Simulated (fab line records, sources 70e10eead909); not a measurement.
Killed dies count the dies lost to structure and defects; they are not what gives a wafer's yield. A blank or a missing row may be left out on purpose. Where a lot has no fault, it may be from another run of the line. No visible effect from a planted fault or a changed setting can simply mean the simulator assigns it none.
The tool behind it: which one? :: flow nand-harc :: 33 wafers from 11 lots sampled at 5 of the route's 1159 steps

## WHAT THE GAUGES READ, wafer by wafer
NHARC_END_SORT_01.
lot: L413
measured: day 19 12:32
on: prober-02
killed-at-array: 24 18 14
killed-at-other: 0 0 0
killed-at-periphery: 7 3 5
killed-dies: 31 21 19
killed-open: 4 1 2
killed-short: 2 2 3

lot: L415
measured: day 19 22:02
on: prober-02
killed-at-array: 19 14 31
killed-at-other: 1 0 0
killed-at-periphery: 1 8 2
killed-dies: 21 22 33
killed-open: 7 5 5
killed-short: 1 1 1

lot: L420
measured: day 20 16:56
on: prober-01
killed-at-array: 40 26 26
killed-at-other: 2 1 2
killed-at-periphery: 3 0 5
killed-dies: 45 27 33
killed-open: 3 1 2
killed-short: 3 0 4

lot: L421
measured: day 20 21:56
on: prober-02
killed-at-array: 21 19 21
killed-at-other: 3 2 0
killed-at-periphery: 4 7 10
killed-dies: 28 28 31
killed-open: 5 2 2
killed-short: 1 0 2

lot: L419
measured: day 21 09:24
on: prober-02
killed-at-array: 39 44 34
killed-at-other: 0 0 0
killed-at-periphery: 2 1 1
killed-dies: 41 45 35
killed-open: 1 4 5
killed-short: 2 3 2

lot: L426
measured: day 22 03:44
on: prober-01
killed-at-array: 676 674 675
killed-at-other: 0 0 0
killed-at-periphery: 1 3 2
killed-dies: 677 677 677
killed-open: 1 3 3
killed-short: 1 2 1

lot: L428
measured: day 23 06:41
on: prober-01
killed-at-array: 672 673 674
killed-at-other: 3 1 1
killed-at-periphery: 2 3 2
killed-dies: 677 677 677
killed-open: 5 3 2
killed-short: 1 4 1

lot: L432
measured: day 23 21:43
on: prober-02
killed-at-array: 23 18 26
killed-at-other: 2 2 3
killed-at-periphery: 4 5 3
killed-dies: 29 25 32
killed-open: 4 5 0
killed-short: 2 2 7

lot: L434
measured: day 24 07:35
on: prober-01
killed-at-array: 34 26 39
killed-at-other: 0 3 1
killed-at-periphery: 0 1 4
killed-dies: 34 30 44
killed-open: 1 3 5
killed-short: 1 1 2

lot: L436
measured: day 24 22:18
on: prober-02
killed-at-array: 14 20 11
killed-at-other: 2 3 2
killed-at-periphery: 9 6 7
killed-dies: 25 29 20
killed-open: 4 2 3
killed-short: 0 2 0

lot: L435
measured: day 25 12:17
on: prober-02
killed-at-array: 21 21 14
killed-at-other: 1 2 2
killed-at-periphery: 7 6 7
killed-dies: 29 29 23
killed-open: 4 1 3
killed-short: 3 3 0

## EACH LOT AND THE TOOL THAT RAN IT (in order: tool; ch and the chambers of the sampled wafers; start)
lot: L413
NHARC_A_STAIRCASE_TRIM_193: rie-diel-04 ch 0,1,2, day 10 20:08
NHARC_A_STAIRCASE_TRIM_196: rie-diel-04 ch 0,2,3, day 10 20:27
NHARC_A_STAIRCASE_ETCH_197: rie-diel-04 ch 0,1, day 19 12:32 or earlier
NHARC_A_STAIRCASE_TRIM_200: rie-diel-04 ch 0,1,3, day 19 12:32 or earlier

lot: L415
NHARC_A_STAIRCASE_TRIM_193: rie-diel-07 ch 1,2, day 11 15:55
NHARC_A_STAIRCASE_TRIM_196: rie-diel-05 ch 2,3, day 11 16:19
NHARC_A_STAIRCASE_ETCH_197: rie-diel-05 ch 1,2,3, day 19 22:02 or earlier
NHARC_A_STAIRCASE_TRIM_200: rie-diel-05 ch 0,2,3, day 19 22:02 or earlier

lot: L420
NHARC_A_STAIRCASE_TRIM_193: rie-diel-04 ch 0,3, day 12 18:49
NHARC_A_STAIRCASE_TRIM_196: rie-diel-04 ch 0,3, day 12 19:08
NHARC_A_STAIRCASE_ETCH_197: rie-diel-04 ch 0,3, day 20 16:56 or earlier
NHARC_A_STAIRCASE_TRIM_200: rie-diel-04 ch 0,2,3, day 20 16:56 or earlier

lot: L421
NHARC_A_STAIRCASE_TRIM_193: rie-diel-04 ch 1,2,3, day 12 20:15
NHARC_A_STAIRCASE_TRIM_196: rie-diel-07 ch 0,2,3, day 12 21:45
NHARC_A_STAIRCASE_ETCH_197: rie-diel-07 ch 2,3, day 20 21:56 or earlier
NHARC_A_STAIRCASE_TRIM_200: rie-diel-07 ch 0,2,3, day 20 21:56 or earlier

lot: L419
NHARC_A_STAIRCASE_TRIM_193: rie-diel-05 ch 1,2,3, day 13 03:51
NHARC_A_STAIRCASE_TRIM_196: rie-diel-07 ch 0,2, day 13 04:17
NHARC_A_STAIRCASE_ETCH_197: rie-diel-07 ch 0,2, day 21 09:24 or earlier
NHARC_A_STAIRCASE_TRIM_200: rie-diel-07 ch 2,3, day 21 09:24 or earlier

lot: L426
NHARC_A_STAIRCASE_TRIM_193: rie-diel-04 ch 0,1,3, day 14 07:16
NHARC_A_STAIRCASE_TRIM_196: rie-diel-04 ch 0,1, day 14 07:41
NHARC_A_STAIRCASE_ETCH_197: rie-diel-04 ch 0,3, day 22 03:44 or earlier
NHARC_A_STAIRCASE_TRIM_200: rie-diel-04 ch 1,2, day 22 03:44 or earlier

lot: L428
NHARC_A_STAIRCASE_TRIM_193: rie-diel-04 ch 0,1,3, day 14 15:32
NHARC_A_STAIRCASE_TRIM_196: rie-diel-04 ch 1,2,3, day 14 15:50
NHARC_A_STAIRCASE_ETCH_197: rie-diel-04 ch 0,1,2, day 23 06:41 or earlier
NHARC_A_STAIRCASE_TRIM_200: rie-diel-04 ch 0,1, day 23 06:41 or earlier

lot: L432
NHARC_A_STAIRCASE_TRIM_193: rie-diel-07 ch 1,3, day 15 12:34
NHARC_A_STAIRCASE_TRIM_196: rie-diel-07 ch 0,1,2, day 15 13:05
NHARC_A_STAIRCASE_ETCH_197: rie-diel-07 ch 1,2,3, day 23 21:43 or earlier
NHARC_A_STAIRCASE_TRIM_200: rie-diel-07 ch 1,2, day 23 21:43 or earlier

lot: L434
NHARC_A_STAIRCASE_TRIM_193: rie-diel-07 ch 0,1,3, day 15 22:19
NHARC_A_STAIRCASE_TRIM_196: rie-diel-07 ch 0,1,3, day 15 22:37
NHARC_A_STAIRCASE_ETCH_197: rie-diel-07 ch 0,2,3, day 24 07:35 or earlier
NHARC_A_STAIRCASE_TRIM_200: rie-diel-07 ch 0,1,2, day 24 07:35 or earlier

lot: L436
NHARC_A_STAIRCASE_TRIM_193: rie-diel-07 ch 1,2, day 16 13:30
NHARC_A_STAIRCASE_TRIM_196: rie-diel-04 ch 0,1,3, day 16 13:53
NHARC_A_STAIRCASE_ETCH_197: rie-diel-04 ch 0,1,2, day 24 22:18 or earlier
NHARC_A_STAIRCASE_TRIM_200: rie-diel-04 ch 1,2, day 24 22:18 or earlier

lot: L435
NHARC_A_STAIRCASE_TRIM_193: rie-diel-05 ch 1,2,3, day 16 20:49
NHARC_A_STAIRCASE_TRIM_196: rie-diel-07 ch 1,2,3, day 16 21:15
NHARC_A_STAIRCASE_ETCH_197: rie-diel-07 ch 0,1,2, day 25 12:17 or earlier
NHARC_A_STAIRCASE_TRIM_200: rie-diel-07 ch 1,2,3, day 25 12:17 or earlier
- NHARC_A_STAIRCASE_TRIM_193: chemistry O2, time 211.2 s.
- NHARC_A_STAIRCASE_TRIM_196: chemistry O2, time 211.2 s.
- NHARC_A_STAIRCASE_ETCH_197: etches the open film in C4F8/O2, target depth 100 nm, time 40.5 s.
- NHARC_A_STAIRCASE_TRIM_200: chemistry O2, time 211.2 s.

## WHAT THE TOOLS THEMSELVES READ (means of the sampled wafers that have a number; where no wafer has one, the mark that the record gives instead)
NHARC_A_STAIRCASE_TRIM_193.
lot: L413
tool: rie-diel-04
chamber-pressure-mTorr (mTorr): 60.01
drypump-motor-current-A (A): 6.0
mfc-ar-sccm (sccm): 0.0000
o2-flow-sccm (sccm): 500.7
oes-product-au (a.u.): 0.995
rf-vpp-V (V): 57.5
showerhead-plenum-p-Torr (Torr): 3.51
throttle-valve-pct (%): 17.033

lot: L415
tool: rie-diel-07
chamber-pressure-mTorr (mTorr): 59.99
drypump-motor-current-A (A): 5.7
mfc-ar-sccm (sccm): 0.0000
o2-flow-sccm (sccm): 499.5
oes-product-au (a.u.): 0.996
rf-vpp-V (V): 57.8
showerhead-plenum-p-Torr (Torr): 3.40
throttle-valve-pct (%): 17.036

lot: L420
tool: rie-diel-04
chamber-pressure-mTorr (mTorr): 60.01
drypump-motor-current-A (A): 6.2
mfc-ar-sccm (sccm): 0.0000
o2-flow-sccm (sccm): 499.1
oes-product-au (a.u.): 1.013
rf-vpp-V (V): 58.1
showerhead-plenum-p-Torr (Torr): 3.63
throttle-valve-pct (%): 17.032

lot: L421
tool: rie-diel-04
chamber-pressure-mTorr (mTorr): 60.01
drypump-motor-current-A (A): 5.9
mfc-ar-sccm (sccm): 0.0000
o2-flow-sccm (sccm): 500.8
oes-product-au (a.u.): 1.008
rf-vpp-V (V): 58.0
showerhead-plenum-p-Torr (Torr): 3.48
throttle-valve-pct (%): 17.031

lot: L419
tool: rie-diel-05
chamber-pressure-mTorr (mTorr): 60.03
drypump-motor-current-A (A): 5.8
mfc-ar-sccm (sccm): 0.0029
o2-flow-sccm (sccm): 499.9
oes-product-au (a.u.): 1.011
rf-vpp-V (V): 57.2
showerhead-plenum-p-Torr (Torr): 3.66
throttle-valve-pct (%): 17.033

lot: L426
tool: rie-diel-04
chamber-pressure-mTorr (mTorr): -
drypump-motor-current-A (A): -
mfc-ar-sccm (sccm): -
o2-flow-sccm (sccm): -
oes-product-au (a.u.): -
rf-vpp-V (V): -
showerhead-plenum-p-Torr (Torr): -
throttle-valve-pct (%): -

lot: L428
tool: rie-diel-04
chamber-pressure-mTorr (mTorr): -
drypump-motor-current-A (A): -
mfc-ar-sccm (sccm): -
o2-flow-sccm (sccm): -
oes-product-au (a.u.): -
rf-vpp-V (V): -
showerhead-plenum-p-Torr (Torr): -
throttle-valve-pct (%): -

lot: L432
tool: rie-diel-07
chamber-pressure-mTorr (mTorr): 60.00
drypump-motor-current-A (A): 6.0
mfc-ar-sccm (sccm): 0.0000
o2-flow-sccm (sccm): 498.0
oes-product-au (a.u.): 1.010
rf-vpp-V (V): 57.8
showerhead-plenum-p-Torr (Torr): 3.47
throttle-valve-pct (%): 17.038

lot: L434
tool: rie-diel-07
chamber-pressure-mTorr (mTorr): 60.01
drypump-motor-current-A (A): 5.7
mfc-ar-sccm (sccm): 0.0000
o2-flow-sccm (sccm): 498.8
oes-product-au (a.u.): 1.003
rf-vpp-V (V): 57.6
showerhead-plenum-p-Torr (Torr): 3.51
throttle-valve-pct (%): 17.038

lot: L436
tool: rie-diel-07
chamber-pressure-mTorr (mTorr): 60.03
drypump-motor-current-A (A): 5.3
mfc-ar-sccm (sccm): 0.0000
o2-flow-sccm (sccm): 500.6
oes-product-au (a.u.): 1.001
rf-vpp-V (V): 57.6
showerhead-plenum-p-Torr (Torr): 3.44
throttle-valve-pct (%): 17.035

lot: L435
tool: rie-diel-05
chamber-pressure-mTorr (mTorr): 59.97
drypump-motor-current-A (A): 5.8
mfc-ar-sccm (sccm): 0.0029
o2-flow-sccm (sccm): 500.1
oes-product-au (a.u.): 1.009
rf-vpp-V (V): 58.3
showerhead-plenum-p-Torr (Torr): 3.64
throttle-valve-pct (%): 17.035

NHARC_A_STAIRCASE_TRIM_196.
lot: L413
tool: rie-diel-04
chamber-pressure-mTorr (mTorr): 60.01
drypump-motor-current-A (A): 6.0
mfc-ar-sccm (sccm): 0.0000
o2-flow-sccm (sccm): 498.6
oes-product-au (a.u.): 0.997
rf-vpp-V (V): 57.6
showerhead-plenum-p-Torr (Torr): 3.60
throttle-valve-pct (%): 17.029

lot: L415
tool: rie-diel-05
chamber-pressure-mTorr (mTorr): 60.04
drypump-motor-current-A (A): 5.4
mfc-ar-sccm (sccm): 0.0012
o2-flow-sccm (sccm): 500.5
oes-product-au (a.u.): 1.017
rf-vpp-V (V): 58.3
showerhead-plenum-p-Torr (Torr): 3.70
throttle-valve-pct (%): 17.046

lot: L420
tool: rie-diel-04
chamber-pressure-mTorr (mTorr): 60.04
drypump-motor-current-A (A): 6.2
mfc-ar-sccm (sccm): 0.0000
o2-flow-sccm (sccm): 500.9
oes-product-au (a.u.): 0.999
rf-vpp-V (V): 57.2
showerhead-plenum-p-Torr (Torr): 3.63
throttle-valve-pct (%): 17.034

lot: L421
tool: rie-diel-07
chamber-pressure-mTorr (mTorr): 59.99
drypump-motor-current-A (A): 5.3
mfc-ar-sccm (sccm): 0.0000
o2-flow-sccm (sccm): 500.2
oes-product-au (a.u.): 1.006
rf-vpp-V (V): 58.3
showerhead-plenum-p-Torr (Torr): 3.60
throttle-valve-pct (%): 17.039

lot: L419
tool: rie-diel-07
chamber-pressure-mTorr (mTorr): 60.00
drypump-motor-current-A (A): 5.0
mfc-ar-sccm (sccm): 0.0000
o2-flow-sccm (sccm): 498.8
oes-product-au (a.u.): 0.999
rf-vpp-V (V): 57.5
showerhead-plenum-p-Torr (Torr): 3.50
throttle-valve-pct (%): 17.030

lot: L426
tool: rie-diel-04
chamber-pressure-mTorr (mTorr): 59.98
drypump-motor-current-A (A): 6.0
mfc-ar-sccm (sccm): 0.0000
o2-flow-sccm (sccm): 500.4
oes-product-au (a.u.): 1.002
rf-vpp-V (V): 58.0
showerhead-plenum-p-Torr (Torr): 3.43
throttle-valve-pct (%): 17.037

lot: L428
tool: rie-diel-04
chamber-pressure-mTorr (mTorr): 59.99
drypump-motor-current-A (A): 5.9
mfc-ar-sccm (sccm): 0.0000
o2-flow-sccm (sccm): 500.9
oes-product-au (a.u.): 1.006
rf-vpp-V (V): 56.8
showerhead-plenum-p-Torr (Torr): 3.47
throttle-valve-pct (%): 17.032

lot: L432
tool: rie-diel-07
chamber-pressure-mTorr (mTorr): 60.00
drypump-motor-current-A (A): 5.4
mfc-ar-sccm (sccm): 0.0000
o2-flow-sccm (sccm): 498.7
oes-product-au (a.u.): 1.003
rf-vpp-V (V): 57.6
showerhead-plenum-p-Torr (Torr): 3.42
throttle-valve-pct (%): 17.037

lot: L434
tool: rie-diel-07
chamber-pressure-mTorr (mTorr): 59.98
drypump-motor-current-A (A): 5.7
mfc-ar-sccm (sccm): 0.0000
o2-flow-sccm (sccm): 500.2
oes-product-au (a.u.): 1.004
rf-vpp-V (V): 57.9
showerhead-plenum-p-Torr (Torr): 3.51
throttle-valve-pct (%): 17.045

lot: L436
tool: rie-diel-04
chamber-pressure-mTorr (mTorr): 59.99
drypump-motor-current-A (A): 6.0
mfc-ar-sccm (sccm): 0.0000
o2-flow-sccm (sccm): 500.8
oes-product-au (a.u.): 1.009
rf-vpp-V (V): 58.7
showerhead-plenum-p-Torr (Torr): 3.50
throttle-valve-pct (%): 17.040

lot: L435
tool: rie-diel-07
chamber-pressure-mTorr (mTorr): 60.04
drypump-motor-current-A (A): 5.5
mfc-ar-sccm (sccm): 0.0000
o2-flow-sccm (sccm): 499.8
oes-product-au (a.u.): 1.003
rf-vpp-V (V): 59.0
showerhead-plenum-p-Torr (Torr): 3.53
throttle-valve-pct (%): 17.031

NHARC_A_STAIRCASE_ETCH_197.
lot: L413
tool: rie-diel-04
oes-product-au (a.u.): 0.946
rf-vpp-V (V): 892

lot: L415
tool: rie-diel-05
oes-product-au (a.u.): 0.942
rf-vpp-V (V): 901

lot: L420
tool: rie-diel-04
oes-product-au (a.u.): 0.931
rf-vpp-V (V): 900

lot: L421
tool: rie-diel-07
oes-product-au (a.u.): 0.966
rf-vpp-V (V): 903

lot: L419
tool: rie-diel-07
oes-product-au (a.u.): 0.959
rf-vpp-V (V): 895

lot: L426
tool: rie-diel-04
oes-product-au (a.u.): 0.943
rf-vpp-V (V): 899

lot: L428
tool: rie-diel-04
oes-product-au (a.u.): 0.962
rf-vpp-V (V): 894

lot: L432
tool: rie-diel-07
oes-product-au (a.u.): 0.935
rf-vpp-V (V): 895

lot: L434
tool: rie-diel-07
oes-product-au (a.u.): 0.949
rf-vpp-V (V): 898

lot: L436
tool: rie-diel-04
oes-product-au (a.u.): 0.932
rf-vpp-V (V): 895

lot: L435
tool: rie-diel-07
oes-product-au (a.u.): 0.927
rf-vpp-V (V): 892

NHARC_A_STAIRCASE_TRIM_200.
lot: L413
tool: rie-diel-04
chamber-pressure-mTorr (mTorr): 60.01
drypump-motor-current-A (A): 6.0
mfc-ar-sccm (sccm): 0.0000
o2-flow-sccm (sccm): 499.5
oes-product-au (a.u.): 0.994
rf-vpp-V (V): 58.1
showerhead-plenum-p-Torr (Torr): 3.53
throttle-valve-pct (%): 17.040

lot: L415
tool: rie-diel-05
chamber-pressure-mTorr (mTorr): 59.99
drypump-motor-current-A (A): 5.5
mfc-ar-sccm (sccm): 0.0009
o2-flow-sccm (sccm): 501.0
oes-product-au (a.u.): 1.014
rf-vpp-V (V): 58.8
showerhead-plenum-p-Torr (Torr): 3.73
throttle-valve-pct (%): 17.048

lot: L420
tool: rie-diel-04
chamber-pressure-mTorr (mTorr): 60.01
drypump-motor-current-A (A): 6.1
mfc-ar-sccm (sccm): 0.0000
o2-flow-sccm (sccm): 499.6
oes-product-au (a.u.): 0.995
rf-vpp-V (V): 58.1
showerhead-plenum-p-Torr (Torr): 3.59
throttle-valve-pct (%): 17.042

lot: L421
tool: rie-diel-07
chamber-pressure-mTorr (mTorr): 60.00
drypump-motor-current-A (A): 5.3
mfc-ar-sccm (sccm): 0.0000
o2-flow-sccm (sccm): 499.9
oes-product-au (a.u.): 0.996
rf-vpp-V (V): 57.9
showerhead-plenum-p-Torr (Torr): 3.60
throttle-valve-pct (%): 17.030

lot: L419
tool: rie-diel-07
chamber-pressure-mTorr (mTorr): 60.04
drypump-motor-current-A (A): 5.1
mfc-ar-sccm (sccm): 0.0000
o2-flow-sccm (sccm): 498.4
oes-product-au (a.u.): 1.000
rf-vpp-V (V): 58.5
showerhead-plenum-p-Torr (Torr): 3.61
throttle-valve-pct (%): 17.040

lot: L426
tool: rie-diel-04
chamber-pressure-mTorr (mTorr): 59.98
drypump-motor-current-A (A): 5.9
mfc-ar-sccm (sccm): 0.0000
o2-flow-sccm (sccm): 498.3
oes-product-au (a.u.): 0.997
rf-vpp-V (V): 57.5
showerhead-plenum-p-Torr (Torr): 3.45
throttle-valve-pct (%): 17.033

lot: L428
tool: rie-diel-04
chamber-pressure-mTorr (mTorr): 60.02
drypump-motor-current-A (A): 6.0
mfc-ar-sccm (sccm): 0.0000
o2-flow-sccm (sccm): 500.4
oes-product-au (a.u.): 1.015
rf-vpp-V (V): 57.2
showerhead-plenum-p-Torr (Torr): 3.43
throttle-valve-pct (%): 17.025

lot: L432
tool: rie-diel-07
chamber-pressure-mTorr (mTorr): 60.04
drypump-motor-current-A (A): 5.7
mfc-ar-sccm (sccm): 0.0000
o2-flow-sccm (sccm): 500.0
oes-product-au (a.u.): 1.002
rf-vpp-V (V): 56.9
showerhead-plenum-p-Torr (Torr): 3.38
throttle-valve-pct (%): 17.033

lot: L434
tool: rie-diel-07
chamber-pressure-mTorr (mTorr): 60.01
drypump-motor-current-A (A): 5.4
mfc-ar-sccm (sccm): 0.0000
o2-flow-sccm (sccm): 498.1
oes-product-au (a.u.): 1.008
rf-vpp-V (V): 58.1
showerhead-plenum-p-Torr (Torr): 3.42
throttle-valve-pct (%): 17.031

lot: L436
tool: rie-diel-04
chamber-pressure-mTorr (mTorr): 60.01
drypump-motor-current-A (A): 5.9
mfc-ar-sccm (sccm): 0.0000
o2-flow-sccm (sccm): 499.6
oes-product-au (a.u.): 1.007
rf-vpp-V (V): 57.4
showerhead-plenum-p-Torr (Torr): 3.37
throttle-valve-pct (%): 17.044

lot: L435
tool: rie-diel-07
chamber-pressure-mTorr (mTorr): 60.01
drypump-motor-current-A (A): 5.6
mfc-ar-sccm (sccm): 0.0000
o2-flow-sccm (sccm): 500.4
oes-product-au (a.u.): 1.007
rf-vpp-V (V): 58.4
showerhead-plenum-p-Torr (Torr): 3.53
throttle-valve-pct (%): 17.042

## THE ANSWER, worked out from the rows above alone
Rule: the usual values come from the lots themselves. Put in order of their means at a reading, lots are off if they are a third of the lots or fewer, leave a main group of 4 or more, and stand apart from it by a gap of 3 or more times the standard deviation of the main group's means; of several such gaps the widest counts. The tables above print the reading to a certain number of digits; a main group whose means all agree to those digits is not used. Also off: a lot with no number at a reading for which 4 or more lots have one. All remaining lots with rows at the step are treated as sound. The gauges are gone through in route order, then the tools' own readings, and for those a lot's mean is taken as printed above. The first step at which some lot is off is used, and at that step the reading that is off furthest; a lot without a number counts as furthest.
Off: L426, L428, at NHARC_END_SORT_01 (killed-dies). Main group: mean 30, sd 5.5.
If a tool, at a process step before that reading, ran all the lots that are off and no sound lot after the first of them, it fits. The gauges at NHARC_END_SORT_01 aren't tried: what is off there is off at NHARC_A_STAIRCASE_TRIM_193 too, on other tools, and a gauge's error can't cause that. With no start given for some of its lots, NHARC_A_STAIRCASE_ETCH_197 uses the hours and lot order of NHARC_END_SORT_01. With no start given for some of its lots, NHARC_A_STAIRCASE_TRIM_200 uses the hours and lot order of NHARC_END_SORT_01. One fits: NHARC_A_STAIRCASE_TRIM_193 on rie-diel-04. A fault onset in the window from L421 (day 12 20:15, its last sound lot) to L426 (day 14 07:16, its first lot off) fits.
Blank at NHARC_A_STAIRCASE_TRIM_193 on the lots that are off, where sound lots have numbers: chamber-pressure-mTorr, drypump-motor-current-A, mfc-ar-sccm, o2-flow-sccm, oes-product-au, rf-vpp-V, showerhead-plenum-p-Torr, throttle-valve-pct.

## WHAT HAD BEEN PUT IN BY THE SIMULATOR
Whole step skipped at NHARC_A_STAIRCASE_TRIM_193 on rie-diel-04, starting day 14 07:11. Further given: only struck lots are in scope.
Lots struck among those shown: L426, L428. The rule given above showed the same thing.
